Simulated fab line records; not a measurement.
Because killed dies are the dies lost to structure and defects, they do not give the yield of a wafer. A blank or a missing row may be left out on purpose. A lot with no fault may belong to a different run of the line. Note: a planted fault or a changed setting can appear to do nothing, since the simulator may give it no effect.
3 desks looking at one fault || flow nand_harc || each desk has only its own numbers; what lay behind them comes last

## METROLOGY DESK
What the gauges read, lot by lot, whatever tool the lot ran on: means of the sampled wafers that have a number. Any lot whose mean is over 4 standard deviations away from the usual mean is out of limits and marked OUT; that distance is given in the brackets.
Columns: A = cd_nm at NHARC_P_M2_CD_MEAS_09, usual 169.7 nm; B = overlay_x_nm at NHARC_P_M2_OVL_MEAS_10, usual 0.3 nm; C = overlay_y_nm at NHARC_P_M2_OVL_MEAS_10, usual -0.1 nm; D = cd_nm at NHARC_P_M2_CD_MEAS_16, usual 169.8 nm
{"lot": "L400", "first seen here": "day 6 23:02", "A": 169.9, "B": -0.3, "C": 0.5, "D": 169.8}
{"lot": "L409", "first seen here": "day 11 03:41", "A": 169.5, "B": 0.5, "C": -0.5, "D": 169.5}
{"lot": "L410", "first seen here": "day 11 09:18", "A": 170.2, "B": 1.1, "C": 0.2, "D": 169.6}
{"lot": "L417", "first seen here": "day 14 11:18", "A": 169.8, "B": 0.8, "C": -0.5, "D": 170.2}
{"lot": "L418", "first seen here": "day 14 16:19", "A": 169.4, "B": 0.5, "C": 0.5, "D": 169.4}
This desk's finding: nothing out of limits on any of the 5 lots.

## THE TOOL OWNER'S DESK: pvd_sputter-03
The tool's own readings at NHARC_P_M2_PVD_20 (deposits TaN, target thk 5 nm, time 8.06 s): means of the sampled wafers that have a number, for each lot that ran on this tool. Any lot whose mean is over 4 standard deviations away from the usual mean is out of limits and marked OUT; that distance is given in the brackets.
Columns: A = throttle_valve_pct at NHARC_P_M2_PVD_20, usual 29.8 %
{"lot": "L400", "first seen here": "day 7 00:21", "A": 30.2}
{"lot": "L409", "first seen here": "day 11 05:01", "A": 30.4}
{"lot": "L418", "first seen here": "day 14 17:38", "A": 29.9}
This desk's finding: nothing out of limits on any of the 3 lots.

## THE DEFECT DESK
What the inspections along the route counted, lot by lot: means of the sampled wafers that have a number. Any lot whose mean is over 4 standard deviations away from the usual mean is out of limits and marked OUT; that distance is given in the brackets.
Columns: A = raw_defect_count at NHARC_P_M2_INSPECT_11, usual 4.3
{"lot": "L400", "first seen here": "day 6 23:10", "A": 5.0}
{"lot": "L409", "first seen here": "day 11 03:49", "A": 6.3}
{"lot": "L410", "first seen here": "day 11 09:26", "A": 4.0}
{"lot": "L417", "first seen here": "day 14 11:25", "A": 1.0}
{"lot": "L418", "first seen here": "day 14 16:26", "A": 3.3}
This desk's finding: nothing out of limits on any of the 5 lots.

## TAKEN TOGETHER
Metrology desk: nothing out of limits seen.
Nothing out of limits was seen by the tool owner's desk.
Nothing the defect desk looked at was out of limits.

## WHAT THE SIMULATOR PUT IN
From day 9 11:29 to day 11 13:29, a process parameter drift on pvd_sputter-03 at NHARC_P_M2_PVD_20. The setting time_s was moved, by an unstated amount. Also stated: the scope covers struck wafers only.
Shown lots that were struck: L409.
